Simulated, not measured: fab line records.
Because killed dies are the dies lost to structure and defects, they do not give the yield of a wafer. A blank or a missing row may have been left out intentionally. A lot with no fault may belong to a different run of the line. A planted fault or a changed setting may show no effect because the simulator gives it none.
Which of the tools did it? + flow n5Finfet + 12 lots with 36 wafers sampled at 5 steps, on a route of 1938 steps

WHAT THE GAUGES SHOWED, per wafer
N5_BEOL_M12_OVL_MEAS_11. Usual: for V11_OVL the level is -2 nm and the standard deviation is 5.2.
| lot  | measured     | on         | V11_OVL (nm) | flag |
|------|--------------|------------|--------------|------|
| L667 | day 11 14:49 | overlay-01 | -6 -1 -3     |      |
| L668 | day 11 19:44 | overlay-02 | -7 -7 -3     |      |
| L670 | day 12 09:51 | overlay-02 | -4 2 -5      |      |
| L671 | day 12 13:37 | overlay-02 | 11 2 6       |      |
| L673 | day 13 05:33 | overlay-02 | -6 -8 1      |      |
| L672 | day 13 06:19 | overlay-02 | -6 -5 -5     |      |
| L675 | day 13 06:46 | overlay-01 | -3 -6 -7     |      |
| L680 | day 14 21:10 | overlay-01 | -2 -4 -7     |      |
| L682 | day 15 13:36 | overlay-02 | -3 -4 -1     |      |
| L687 | day 16 20:23 | overlay-02 | -4 1 -2      |      |
| L688 | day 16 21:02 | overlay-02 | -10 1 0      |      |
| L689 | day 17 17:57 | overlay-01 | 8 1 1        |      |

N5_BEOL_M12_CD_MEAS_17: target cd 140 nm. Usual: cdNm at 140.1 nm, with a standard deviation of 1.6.
| lot  | measured     | on       | cdNm (nm)         | flag |
|------|--------------|----------|-------------------|------|
| L667 | day 11 15:22 | cdSem-03 | 139.4 136.4 139.8 |      |
| L668 | day 11 20:23 | cdSem-03 | 138.9 139.1 140.3 |      |
| L670 | day 12 10:24 | cdSem-01 | 137.8 139.9 140.2 |      |
| L671 | day 12 14:12 | cdSem-02 | 140.5 140.2 140.2 |      |
| L673 | day 13 06:06 | cdSem-01 | 139.5 139.5 140.4 |      |
| L672 | day 13 06:52 | cdSem-01 | 142.5 142.3 141.9 |      |
| L675 | day 13 07:32 | cdSem-03 | 139.4 141.4 141.2 |      |
| L680 | day 14 21:53 | cdSem-02 | 139.2 137.6 139.7 |      |
| L682 | day 15 14:20 | cdSem-01 | 142.6 141.4 140.5 |      |
| L687 | day 16 20:56 | cdSem-01 | 139.9 139.6 139.9 |      |
| L688 | day 16 21:38 | cdSem-02 | 142.5 144.9 141.3 |      |
| L689 | day 17 18:40 | cdSem-02 | 142.0 141.0 141.5 |      |

N5_BEOL_M12_INSPECT_30: inspects for defects (macro). Usual: rawDefectCount at 1.8, with a standard deviation of 1.3.
| lot  | measured     | on               | rawDefectCount | flag |
|------|--------------|------------------|----------------|------|
| L667 | day 11 15:44 | defectInspect-02 | 1 1 1          |      |
| L668 | day 11 20:53 | defectInspect-01 | 0 3 1          |      |
| L670 | day 12 10:47 | defectInspect-02 | 1 3 2          |      |
| L671 | day 12 14:43 | defectInspect-02 | 1 2 3          |      |
| L673 | day 13 06:29 | defectInspect-01 | 2 2 1          |      |
| L672 | day 13 07:16 | defectInspect-02 | 2 3 3          |      |
| L675 | day 13 07:55 | defectInspect-01 | 1 2 2          |      |
| L680 | day 14 22:16 | defectInspect-02 | >300 >300 >300 | OFF  |
| L682 | day 15 14:43 | defectInspect-01 | >300 >300 >300 | OFF  |
| L687 | day 16 21:26 | defectInspect-01 | 0 0 1          |      |
| L688 | day 16 22:08 | defectInspect-01 | 0 0 5          |      |
| L689 | day 17 19:03 | defectInspect-01 | 0 2 4          |      |

N5_BEOL_M12_OCD_MEAS_35. Usual: trenchDepthNm at 321 nm, with a standard deviation of 3.8.
| lot  | measured     | on     | trenchDepthNm (nm) | flag |
|------|--------------|--------|--------------------|------|
| L667 | day 11 16:17 | ocd-01 | 321 320 322        |      |
| L668 | day 11 21:27 | ocd-02 | 322 320 319        |      |
| L670 | day 12 11:21 | ocd-01 | 323 323 311        |      |
| L671 | day 12 15:37 | ocd-02 | 323 320 321        |      |
| L673 | day 13 07:08 | ocd-01 | 322 323 322        |      |
| L672 | day 13 08:35 | ocd-01 | 318 318 323        |      |
| L675 | day 13 08:37 | ocd-02 | 320 315 320        |      |
| L680 | day 14 22:53 | ocd-01 | 321 324 319        |      |
| L682 | day 15 15:16 | ocd-01 | 320 319 319        |      |
| L687 | day 16 22:13 | ocd-01 | 323 329 327        |      |
| L688 | day 16 23:10 | ocd-02 | 319 320 325        |      |
| L689 | day 17 19:36 | ocd-01 | 320 326 320        |      |

TOOL THAT RAN EACH LOT (tool first, then ch and the chambers of the sampled wafers, then the start)
| lot  | N5_BEOL_M12_STRIP_71               |
|------|------------------------------------|
| L667 | wetBench-02 ch 0,1,5, day 11 15:18 |
| L668 | wetBench-02 ch 1,3,5, day 11 20:20 |
| L670 | wetBench-04 ch 0,1,5, day 12 10:21 |
| L671 | wetBench-02 ch 1,2,3, day 12 14:08 |
| L673 | wetBench-02 ch 1,6,7, day 13 06:02 |
| L672 | wetBench-05 ch 2,3,5, day 13 06:49 |
| L675 | wetBench-04 ch 0,3,5, day 13 07:28 |
| L680 | wetBench-02 ch 1,3,5, day 14 21:47 |
| L682 | wetBench-02 ch 1,2,3, day 15 14:14 |
| L687 | wetBench-05 ch 0,1,6, day 16 20:52 |
| L688 | wetBench-05 ch 0,3,4, day 16 21:35 |
| L689 | wetBench-05 ch 0,1,5, day 17 18:37 |
- N5_BEOL_M12_STRIP_71: strips in post etch residue remover, time 60 s.

AS READ BY THE TOOLS THEMSELVES (means over the sampled wafers that have a number; for cases with no such wafer, the mark the record gives instead)
The record holds no such reading with a usual standard deviation.

THE ANSWER, worked out from the rows above alone
Rule: take the mean of a lot's wafers that have a number; if it is more than 3 standard deviations from the usual mean, the lot is off. Also off: a lot with no number at a reading for which 4 or more lots have one. All remaining lots with rows at the step are treated as sound. The gauges are gone through in route order, then the tools' own readings, and for those a lot's mean is taken as printed above. The first step at which some lot is off is used, and at that step the reading that is off furthest; a lot without a number counts as furthest.
Off: L680, L682, at N5_BEOL_M12_INSPECT_30 (rawDefectCount). Without a number there: L680, L682.
If a tool, at a process step before that reading, ran all the lots that are off and no sound lot after the first of them, it fits. Those tools and the gauges at N5_BEOL_M12_INSPECT_30 are tried in the same way. One fits: N5_BEOL_M12_STRIP_71 on wetBench-02. A fault onset in the window from L673 (day 13 06:02, its last sound lot) to L680 (day 14 21:47, its first lot off) fits.

WHAT THE SIMULATOR HAD INSERTED
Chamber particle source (wetBench-02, N5_BEOL_M12_STRIP_71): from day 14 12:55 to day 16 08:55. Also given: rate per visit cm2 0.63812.
Struck lots among those shown: L680, L682. The rule above found the same.
